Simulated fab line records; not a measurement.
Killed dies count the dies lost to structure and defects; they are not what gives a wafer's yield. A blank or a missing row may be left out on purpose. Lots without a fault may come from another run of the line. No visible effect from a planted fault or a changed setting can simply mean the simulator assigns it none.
Struck lot and sound lot, side by side	flow n5_finfet	16 steps out of a route of 1938
Sound: wafers L940.1, L940.2, L940.6. Wafers L945.2, L945.5 were the ones struck. The cause is named last.
Order at every step that has rows: each side's tool, ch and its chambers, its first start. Under that, the readings that differ: sound wafers	struck wafers	difference of the means	sigmas: that difference in standard deviations of wafers without a fault.
alike: readings with means less than 2 such deviations apart, plus words and numbers identical on both sides. not compared: withheld readings, readings lacking a value on some wafer, bounds such as >300 that could conceal the same value, and numbers that have no deviation in the record and whose values overlap.
A row with sigmas, a row that says differs or no value, or rows on one side alone: a step with any of these is where the two part. Numbers that don't overlap but have no deviation are shown without sigmas and don't part them. A reading missing from all wafers of one side parts the sides only when that side holds two or more wafers.

first, 8 steps without rows for these wafers: N5_BEOL_M13_COAT_58 (time 60 s, resist thk 89 nm); N5_BEOL_M13_COAT_04 (resist thk 400 nm); N5_BEOL_M13_EBR_06; N5_BEOL_M13_SOFTBAKE_05 (time 60 s); N5_BEOL_M13_EXPOSE_07 (exposes mask V12); N5_BEOL_M13_PEB_08 (peb time 90 s); N5_BEOL_M13_DEVELOP_09 (develop time 45 s); N5_BEOL_M13_HARDBAKE_14 (time 120 s).
N5_BEOL_M13_CD_MEAS_10: the cd target is 190 nm.
  sound on cd_sem-03 ch 0, day 11 13:41; struck on cd_sem-02 ch 0, day 13 02:44
  alike: cd_nm
N5_BEOL_M13_OVL_MEAS_11:
  sound on overlay-01 ch 0, day 11 13:43; struck on overlay-01 ch 0, day 13 02:46
  alike: V12_OVL
N5_BEOL_M13_INSPECT_12: inspects for defects (macro).
  sound on defect_inspect-01 at day 11 13:44; struck on defect_inspect-02 at day 13 02:47
  alike: raw_defect_count
N5_BEOL_M13_DESCUM_15: chemistry O2, time 7.9 s.
  sound on rie_diel-01 ch 0,3, day 11 13:47; struck on rie_diel-01 ch 2, day 13 05:38
  alike: drypump_motor_current_A, oes_product_au, rf_vpp_V, showerhead_plenum_p_Torr, throttle_valve_pct
  not compared: rf_hours_counter_h
N5_BEOL_M13_ETCH_59: etches BARC in N2/H2, target depth 89 nm, overetch 26.7 nm, time 67.9 s.
  sound on rie_diel-01 ch 0,3, day 11 13:49; struck on rie_diel-01 ch 2, day 13 05:40
reading	sound	struck	difference	sigmas
model.coat_of_BEOL_M13_COAT_04.thk_nm (nm)	316 316.8 316.2	326 327.2	+10	
  alike: bias_w, drypump_motor_current_A, oes_product_au, rf_vpp_V, showerhead_plenum_p_Torr, throttle_valve_pct
  not compared: rf_hours_counter_h
N5_BEOL_M13_VIA_ETCH_16: etches SiOC in C4F8/O2/Ar, target depth 921.7 nm.
  sound on rie_diel-01 ch 0,3, day 11 13:52; struck on rie_diel-01 ch 2, day 13 05:43
reading	sound	struck	difference	sigmas
model.coat_of_BEOL_M13_COAT_04.thk_nm (nm)	68 69.2 63.8	80.4 76	+11.2	
  alike: bias_w, drypump_motor_current_A, oes_product_au, rf_vpp_V, showerhead_plenum_p_Torr, throttle_valve_pct
N5_BEOL_M13_STRIP_63: strips in N2/H2.
  sound on plasma_asher-01 ch 0,1, day 11 14:06; struck on plasma_asher-01 ch 1, day 13 05:57
reading	sound	struck	difference	sigmas
strip_time_to_endpoint_s (s)	27.1 27.4 25.8	30.7 29.4	+3.3	+3
  alike: drypump_motor_current_A, heater_power_w, oes_product_au
  not compared: rf_hours_counter_h
N5_PASSIVATION_PROBE_49:
  sound on prober-02 at day 13 01:34; struck on prober-01 at day 14 11:05
  alike: defect_limited_yield, killed_at_M0_to_M3, killed_at_M4_up, killed_at_contacts, killed_at_front_end, killed_at_other, killed_dies, killed_on_rim, killed_open, killed_short, sort_bin_5_function, sort_bin_6_memory, sort_n_pass, sort_yield_pct

## WHERE THEY PART
At N5_BEOL_M13_STRIP_63 and nowhere else, as far as this record goes. Later steps at which nothing parts them and some readings are alike: N5_PASSIVATION_PROBE_49.

WHY: what the simulator had put in
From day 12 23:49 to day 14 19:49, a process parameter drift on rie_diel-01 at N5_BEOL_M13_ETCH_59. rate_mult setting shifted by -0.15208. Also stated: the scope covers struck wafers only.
